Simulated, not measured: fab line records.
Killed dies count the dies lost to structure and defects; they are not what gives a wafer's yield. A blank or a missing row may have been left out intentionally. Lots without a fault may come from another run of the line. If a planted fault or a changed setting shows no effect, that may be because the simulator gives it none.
Which of the tools did it? ; flow nandHarc ; 42 wafers from 14 lots sampled at 4 of the route's 1159 steps

== WHAT THE GAUGES READ, wafer by wafer ==
Not one reading of a measure or inspect step in the record can be checked against a usual standard deviation.

== WHICH TOOL RAN EACH LOT (tool, then ch and the chambers of the sampled wafers, then the start) ==
lot;NHARC_P_GATE_RTA_64;NHARC_P_CONTACT_DEP_30;NHARC_P_M0_PEB_07;NHARC_P_M0_STRIP_18
L709;rtpAnneal-02 ch 0, day 5 13:40;pecvd-04 ch 0,2, day 5 15:02;lithoTrack-04 ch 0, day 6 00:49;rieDiel-01 ch 1,2, day 6 01:28
L711;rtpAnneal-02 ch 0, day 6 02:13;pecvd-02 ch 0,2, day 6 03:49;lithoTrack-01 ch 0, day 6 13:40;rieDiel-01 ch 1,2,3, day 6 14:22
L712;rtpAnneal-01 ch 0, day 6 09:59;pecvd-04 ch 0,1,2, day 6 11:28;lithoTrack-04 ch 0, day 6 17:19;rieDiel-12 ch 1,2,3, day 6 17:58
L713;rtpAnneal-02 ch 0, day 6 23:35;pecvd-02 ch 0,1, day 7 00:55;lithoTrack-01 ch 0, day 7 06:34;rieDiel-01 ch 0,1, day 7 07:14
L718;rtpAnneal-01 ch 0, day 7 22:06;pecvd-02 ch 1,2, day 7 23:40;lithoTrack-06 ch 0, day 8 05:40;rieDiel-09 ch 0,2, day 8 06:20
L721;rtpAnneal-02 ch 0, day 8 16:32;pecvd-02 ch 0,2, day 8 17:50;lithoTrack-06 ch 0, day 9 03:15;rieDiel-01 ch 1,2,3, day 9 03:54
L722;rtpAnneal-02 ch 0, day 9 01:27;pecvd-04 ch 0,1,2, day 9 02:55;lithoTrack-01 ch 0, day 9 14:39;rieDiel-01 ch 0,2,3, day 9 15:20
L725;rtpAnneal-01 ch 0, day 9 17:20;pecvd-02 ch 0,2, day 9 18:56;lithoTrack-01 ch 0, day 10 01:46;rieDiel-09 ch 1,2,3, day 10 02:25
L726;rtpAnneal-02 ch 0, day 9 17:47;pecvd-04 ch 0,2, day 9 19:16;lithoTrack-01 ch 0, day 10 02:25;rieDiel-09 ch 0,1,3, day 10 03:06
L728;rtpAnneal-01 ch 0, day 10 11:45;pecvd-02 ch 0,2, day 10 13:13;lithoTrack-01 ch 0, day 10 23:56;rieDiel-01 ch 0,3, day 11 00:41
L727;rtpAnneal-01 ch 0, day 10 12:26;pecvd-03 ch 1,2, day 10 13:47;lithoTrack-04 ch 0, day 11 00:11;rieDiel-01 ch 0,1,3, day 11 01:08
L730;rtpAnneal-02 ch 0, day 10 21:00;pecvd-03 ch 1,2, day 10 22:25;lithoTrack-01 ch 0, day 11 04:06;rieDiel-09 ch 0,3, day 11 04:45
L729;rtpAnneal-01 ch 0, day 10 21:25;pecvd-02 ch 0,1, day 10 22:49;lithoTrack-04 ch 0, day 11 04:22;rieDiel-01 ch 0,3, day 11 05:00
L731;rtpAnneal-01 ch 0, day 11 08:54;pecvd-04 ch 0,2, day 11 10:17;lithoTrack-01 ch 0, day 11 17:29;rieDiel-12 ch 0,1,3, day 11 18:10
- NHARC_P_GATE_RTA_64: time 1 s.
- NHARC_P_CONTACT_DEP_30: deposits SiNx, target thk 30 nm.
- NHARC_P_M0_PEB_07: peb time 65 s.
- NHARC_P_M0_STRIP_18: strips in N2/H2.

== WHAT THE TOOLS THEMSELVES READ (means of the sampled wafers that have a number; where no wafer has one, the mark that the record gives instead) ==
NHARC_P_GATE_RTA_64.
lot;tool;lampPowerPct (%);lamp_zone_4_pct (%);wafer_temp_C_max
L709;rtpAnneal-02;34.2;34.1;1052.3
L711;rtpAnneal-02;34.1;34.1;1053.0
L712;rtpAnneal-01;35.0;35.1;1054.2
L713;rtpAnneal-02;34.2;34.2;1053.3
L718;rtpAnneal-01;35.0;35.0;1054.1
L721;rtpAnneal-02;34.2;34.2;1053.1
L722;rtpAnneal-02;34.1;34.2;1053.0
L725;rtpAnneal-01;35.0;35.0;1054.3
L726;rtpAnneal-02;34.2;34.2;1053.2
L728;rtpAnneal-01;34.9;35.0;1054.5
L727;rtpAnneal-01;35.1;35.0;1054.8
L730;rtpAnneal-02;34.2;34.2;1053.4
L729;rtpAnneal-01;35.0;35.0;1054.5
L731;rtpAnneal-01;35.1;35.0;1055.1

NHARC_P_CONTACT_DEP_30.
lot;tool;heaterPowerW (W)
L709;pecvd-04;606
L711;pecvd-02;623
L712;pecvd-04;615
L713;pecvd-02;730
L718;pecvd-02;721
L721;pecvd-02;686
L722;pecvd-04;576
L725;pecvd-02;660
L726;pecvd-04;621
L728;pecvd-02;618
L727;pecvd-03;875
L730;pecvd-03;792
L729;pecvd-02;650
L731;pecvd-04;643

NHARC_P_M0_PEB_07.
lot;tool;heaterPowerTotalW (W);plateTempC (C);resistLineTempC (C)
L709;lithoTrack-04;156.5;99.85;23.00
L711;lithoTrack-01;157.0;99.91;23.00
L712;lithoTrack-04;156.3;100.24;23.17
L713;lithoTrack-01;156.4;99.84;23.10
L718;lithoTrack-06;143.1;93.73;22.94
L721;lithoTrack-06;143.5;93.75;22.91
L722;lithoTrack-01;156.8;99.90;23.06
L725;lithoTrack-01;156.9;99.95;23.11
L726;lithoTrack-01;157.0;100.01;23.07
L728;lithoTrack-01;156.6;100.09;23.03
L727;lithoTrack-04;157.1;100.04;22.93
L730;lithoTrack-01;156.0;100.03;23.03
L729;lithoTrack-04;156.7;99.99;23.15
L731;lithoTrack-01;156.1;99.98;23.05

NHARC_P_M0_STRIP_18.
lot;tool;drypumpMotorCurrentA (A);n2FlowSccm (sccm);oesProductAu (a.u.);rfVppV (V);showerheadPlenumPTorr (Torr);throttleValvePct (%)
L709;rieDiel-01;5.86;150.2;0.977;90.7;2.14;14.175
L711;rieDiel-01;5.76;149.8;0.987;90.6;2.10;14.166
L712;rieDiel-12;5.42;149.6;0.987;90.4;1.98;14.177
L713;rieDiel-01;5.86;150.1;0.999;91.5;2.12;14.180
L718;rieDiel-09;5.75;150.4;0.997;91.1;2.05;14.175
L721;rieDiel-01;5.75;149.7;0.989;91.6;2.10;14.174
L722;rieDiel-01;6.00;150.4;0.992;91.2;2.11;14.170
L725;rieDiel-09;5.56;149.9;0.989;90.4;2.05;14.171
L726;rieDiel-09;5.58;150.4;1.001;91.4;2.12;14.163
L728;rieDiel-01;5.95;150.2;0.982;91.2;2.07;14.166
L727;rieDiel-01;5.79;150.2;0.990;90.9;2.09;14.170
L730;rieDiel-09;5.49;149.7;1.003;91.1;2.20;14.163
L729;rieDiel-01;6.02;150.0;0.985;90.6;2.10;14.161
L731;rieDiel-12;5.58;150.1;0.999;90.2;1.99;14.170

== THE ANSWER, worked out from the rows above alone ==
Rule: usual is defined by the lots themselves. Put in order of their means at a reading, lots are off if they are a third of the lots or fewer, leave a main group of 4 or more, and stand apart from it by a gap of 3 or more times the standard deviation of the main group's means; of several such gaps the widest counts. Not used: any main group whose means are identical at the precision the tables above print for the reading. A lot without any number at a reading at which 4 lots or more have one is off too. All remaining lots with rows at the step are treated as sound. After the gauges, taken in route order, come the tools' own readings; for these a lot's mean is taken, as printed above. At the first step where some lot is off, the reading lying furthest off is the one used; lots without a number count as furthest.
Off, at NHARC_P_M0_PEB_07 on plateTempC: L718, L721. The main group: mean 99.99 C, standard deviation 0.11.
If a tool, at that step or one of the process steps before it, ran each lot that is off and ran no sound lot following the first of them, it fits. One fits: lithoTrack-06 at NHARC_P_M0_PEB_07. It ran no sound lot before its first lot that is off in this sample, so the start can't be narrowed down.
The tool's own readings at NHARC_P_M0_PEB_07 bear it out: on the lots that are off they differ by more than 5 times the standard deviation of the sound lots' means. heaterPowerTotalW reads 143.3 W there against 156.6 W on the sound lots; plateTempC reads 93.74 C there against 99.99 C on the sound lots.

== WHAT THE SIMULATOR HAD PUT IN ==
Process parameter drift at NHARC_P_M0_PEB_07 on lithoTrack-06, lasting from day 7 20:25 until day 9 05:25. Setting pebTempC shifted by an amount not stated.
Struck lots among those shown: L718, L721. Same finding as the rule above.
